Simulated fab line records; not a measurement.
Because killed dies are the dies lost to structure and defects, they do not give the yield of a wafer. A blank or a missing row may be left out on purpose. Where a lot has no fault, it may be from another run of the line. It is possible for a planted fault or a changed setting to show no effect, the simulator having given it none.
Matching of chambers / flow n5 finfet / N5_BEOL_M14_STRIP_37 on rie diel-01 has 4 sister chambers
The step strips in O2. 16 wafers are shown with their chamber, then 8 later ones without.

EACH WAFER AND ITS CHAMBER
wafer=L077.1; chamber=3; showerhead plenum p Torr (Torr)=2.09; throttle valve pct (%)=16.72; oes product au (a.u.)=0.73
wafer=L077.2; chamber=2; showerhead plenum p Torr (Torr)=2.14; throttle valve pct (%)=16.52; oes product au (a.u.)=0.89
wafer=L077.3; chamber=1; showerhead plenum p Torr (Torr)=2.22; throttle valve pct (%)=16.30; oes product au (a.u.)=0.84
wafer=L079.1; chamber=1; showerhead plenum p Torr (Torr)=2.21; throttle valve pct (%)=16.31; oes product au (a.u.)=0.80
wafer=L079.2; chamber=3; showerhead plenum p Torr (Torr)=2.09; throttle valve pct (%)=16.73; oes product au (a.u.)=0.72
wafer=L079.3; chamber=2; showerhead plenum p Torr (Torr)=2.14; throttle valve pct (%)=16.54; oes product au (a.u.)=0.87
wafer=L079.4; chamber=0; showerhead plenum p Torr (Torr)=2.13; throttle valve pct (%)=16.46; oes product au (a.u.)=0.86
wafer=L079.5; chamber=2; showerhead plenum p Torr (Torr)=2.14; throttle valve pct (%)=16.54; oes product au (a.u.)=0.86
wafer=L079.6; chamber=1; showerhead plenum p Torr (Torr)=2.21; throttle valve pct (%)=16.32; oes product au (a.u.)=0.81
wafer=L082.2; chamber=1; showerhead plenum p Torr (Torr)=2.21; throttle valve pct (%)=16.28; oes product au (a.u.)=0.81
wafer=L082.3; chamber=0; showerhead plenum p Torr (Torr)=2.13; throttle valve pct (%)=16.46; oes product au (a.u.)=0.86
wafer=L082.4; chamber=2; showerhead plenum p Torr (Torr)=2.14; throttle valve pct (%)=16.54; oes product au (a.u.)=0.86
wafer=L084.3; chamber=0; showerhead plenum p Torr (Torr)=2.13; throttle valve pct (%)=16.45; oes product au (a.u.)=0.86
wafer=L084.5; chamber=3; showerhead plenum p Torr (Torr)=2.09; throttle valve pct (%)=16.79; oes product au (a.u.)=0.71
wafer=L084.6; chamber=0; showerhead plenum p Torr (Torr)=2.13; throttle valve pct (%)=16.48; oes product au (a.u.)=0.86
wafer=L087.1; chamber=1; showerhead plenum p Torr (Torr)=2.21; throttle valve pct (%)=16.33; oes product au (a.u.)=0.80

SIGNATURES (means of the wafers above)
reading=showerhead plenum p Torr; chamber 0=2.1300; chamber 1=2.2120; chamber 2=2.1400; chamber 3=2.0900; scatter within a chamber=0.00258
reading=throttle valve pct; chamber 0=16.4625; chamber 1=16.3080; chamber 2=16.5350; chamber 3=16.7467; scatter within a chamber=0.0207
reading=oes product au; chamber 0=0.8600; chamber 1=0.8120; chamber 2=0.8700; chamber 3=0.7200; scatter within a chamber=0.0125
Rule: for a wafer and a chamber, the distance is found by dividing, reading by reading, the gap between the wafer's reading and the chamber's mean by the reading's scatter, squaring, summing and taking the root. If the next closest chamber is less than 2 further off than the closest, the wafer can't be placed; otherwise it belongs to the closest. The scatter: the root of (the sum of the squares of (reading less its chamber's mean) over the shown wafers, divided by (wafers less chambers)).

WAFERS WHOSE CHAMBER IS MISSING
wafer=L087.3; showerhead plenum p Torr (Torr)=2.09; throttle valve pct (%)=16.76; oes product au (a.u.)=0.70
wafer=L087.6; showerhead plenum p Torr (Torr)=2.21; throttle valve pct (%)=16.31; oes product au (a.u.)=0.81
wafer=L089.1; showerhead plenum p Torr (Torr)=2.13; throttle valve pct (%)=16.48; oes product au (a.u.)=0.85
wafer=L089.4; showerhead plenum p Torr (Torr)=2.08; throttle valve pct (%)=16.79; oes product au (a.u.)=0.71
wafer=L089.6; showerhead plenum p Torr (Torr)=2.08; throttle valve pct (%)=16.75; oes product au (a.u.)=0.70
wafer=L093.2; showerhead plenum p Torr (Torr)=2.21; throttle valve pct (%)=16.35; oes product au (a.u.)=0.78
wafer=L093.4; showerhead plenum p Torr (Torr)=2.08; throttle valve pct (%)=16.76; oes product au (a.u.)=0.70
wafer=L093.5; showerhead plenum p Torr (Torr)=2.08; throttle valve pct (%)=16.78; oes product au (a.u.)=0.71

THE CHAMBER EACH PASSED THROUGH
wafer=L087.3; from the rows above=3; in truth=3
wafer=L087.6; from the rows above=1; in truth=1
wafer=L089.1; from the rows above=0; in truth=0
wafer=L089.4; from the rows above=3; in truth=3
wafer=L089.6; from the rows above=3; in truth=3
wafer=L093.2; from the rows above=1; in truth=1
wafer=L093.4; from the rows above=3; in truth=3
wafer=L093.5; from the rows above=3; in truth=3
Placed correctly: 8 of 8. Left unplaced by these rows: 0. Number placed wrongly: 0.
